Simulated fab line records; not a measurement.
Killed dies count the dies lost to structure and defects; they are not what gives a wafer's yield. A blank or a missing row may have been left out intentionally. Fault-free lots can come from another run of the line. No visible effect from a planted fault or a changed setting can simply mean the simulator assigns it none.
Chamber matching	flow nandHarc	NHARC_P_GATE_ETCH_104 on rieDiel-07 has 4 sister chambers
The step etches the open film in CF4/CHF3, target depth 60 nm. 4 wafers are shown with their chamber, then 7 later ones without.

WAFERS, EACH WITH ITS CHAMBER
wafer	chamber	showerheadPlenumPTorr (Torr)
L451.6	3	1.51
L456.4	0	1.62
L458.1	1	1.65
L458.2	2	1.63

WAFERS WITHOUT THEIR CHAMBER
wafer	showerheadPlenumPTorr (Torr)
L458.5	1.66
L461.3	1.65
L461.4	1.50
L461.6	1.63
L463.1	1.63
L463.2	1.65
L463.4	1.61

CHAMBER TAKEN BY EACH
wafer	from the rows above	in truth
L458.5	1	1
L461.3	1	1
L461.4	3	3
L461.6	can't be placed: 2 or 0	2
L463.1	can't be placed: 2 or 0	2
L463.2	1	1
L463.4	can't be placed: 0 or 2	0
Correct placement for 4 of the 7. Can't be placed from these rows: 3 (the true chamber is among the candidates in 3). 0 placed wrongly.
How it was worked out, from the rows above alone: a wafer's distance from a chamber is the root of the sum, over the readings, of the square of ((its reading less the chamber's mean) divided by the reading's scatter). If the next closest chamber is less than 2 further off than the closest, the wafer can't be placed; otherwise it belongs to the closest. For every chamber, the mean is computed from those of its wafers that are shown. The scatter: root of mean squared gap, hidden wafer to nearest shown wafer, with one shown wafer a chamber.
